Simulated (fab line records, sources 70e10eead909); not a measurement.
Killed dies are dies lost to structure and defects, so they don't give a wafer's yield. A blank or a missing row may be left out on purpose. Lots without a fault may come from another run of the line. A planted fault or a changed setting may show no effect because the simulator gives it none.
Which tool did it? | flow nand_harc | 12 lots, 36 wafers sampled, at 3 steps of a route of 1159

WHAT THE GAUGES READ, wafer by wafer
NHARC_A_SLIT_OVL_MEAS_10.
lot  | measured     | on         | overlay_x_nm (nm)
L075 | day 14 11:09 | overlay-02 | 0.9 1.4 1.2
L077 | day 14 10:59 | overlay-02 | 1.5 0.8 0.6
L078 | day 15 12:10 | overlay-01 | -0.1 -0.5 0.0
L081 | day 15 16:32 | overlay-01 | -1.4 -1.0 -1.4
L083 | day 16 11:35 | overlay-01 | -1.1 -0.8 -0.9
L087 | day 17 05:11 | overlay-02 | -0.3 0.2 0.5
L085 | day 17 08:54 | overlay-02 | -0.9 -0.9 -1.4
L088 | day 18 09:53 | overlay-01 | -0.2 -0.8 -1.0
L092 | day 18 16:31 | overlay-01 | 0.2 0.0 -0.1
L091 | day 18 19:03 | overlay-02 | -1.0 -1.1 -2.0
L096 | day 19 23:59 | overlay-02 | -0.8 -0.9 -1.2
L097 | day 20 05:47 | overlay-01 | 1.5 1.5 1.0

WHICH TOOL RAN EACH LOT (tool, then ch and the chambers of the sampled wafers, then the start)
lot  | NHARC_A_STAIRCASE_STRIP_475                   | NHARC_A_SLIT_DEP_23
L075 | rie_diel-07 ch 1,2,3, day 14 10:23 or earlier | pecvd-04 ch 0,1,2, day 14 10:23
L077 | rie_diel-03 ch 0,1,3, day 14 02:29            | pecvd-02 ch 0,2, day 14 10:20
L078 | rie_diel-03 ch 0,3, day 15 11:22 or earlier   | pecvd-04 ch 0, day 15 11:22
L081 | rie_diel-11 ch 0,1,2, day 15 15:49 or earlier | pecvd-02 ch 1,2, day 15 15:49
L083 | rie_diel-03 ch 1,2,3, day 16 10:49 or earlier | pecvd-04 ch 0,1,2, day 16 10:49
L087 | rie_diel-11 ch 0,2,3, day 17 04:25 or earlier | pecvd-02 ch 0,1,2, day 17 04:25
L085 | rie_diel-07 ch 0,1,2, day 17 08:05 or earlier | pecvd-01 ch 0,1, day 17 08:05
L088 | rie_diel-03 ch 2,3, day 17 20:28              | pecvd-01 ch 0,2, day 18 09:17
L092 | rie_diel-11 ch 0,1,2, day 18 15:46 or earlier | pecvd-04 ch 0,1,2, day 18 15:46
L091 | rie_diel-03 ch 0,3, day 18 06:58              | pecvd-02 ch 1,2, day 18 18:25
L096 | rie_diel-03 ch 1,2, day 19 23:14 or earlier   | pecvd-02 ch 0,2, day 19 23:14
L097 | rie_diel-07 ch 0,2,3, day 20 05:01 or earlier | pecvd-02 ch 0,1,2, day 20 05:01
- NHARC_A_STAIRCASE_STRIP_475: strips in O2, time 20 s.
- NHARC_A_SLIT_DEP_23: deposits SiON, target thk 100 nm.

THE ANSWER, worked out from the rows above alone
Rule: what is usual is taken from the lots themselves. Put in order of their means at a reading, lots are off if they are a third of the lots or fewer, leave a main group of 4 or more, and stand apart from it by a gap of 3 or more times the standard deviation of the main group's means; of several such gaps the widest counts. A main group whose means are all the same, to the digits that the tables above print for the reading, isn't used. A lot without any number at a reading at which 4 lots or more have one is off too. The other lots that the step has rows for count as sound.
No lot is off at any reading shown: from this, nothing can be told.

WHAT THE SIMULATOR HAD PUT IN
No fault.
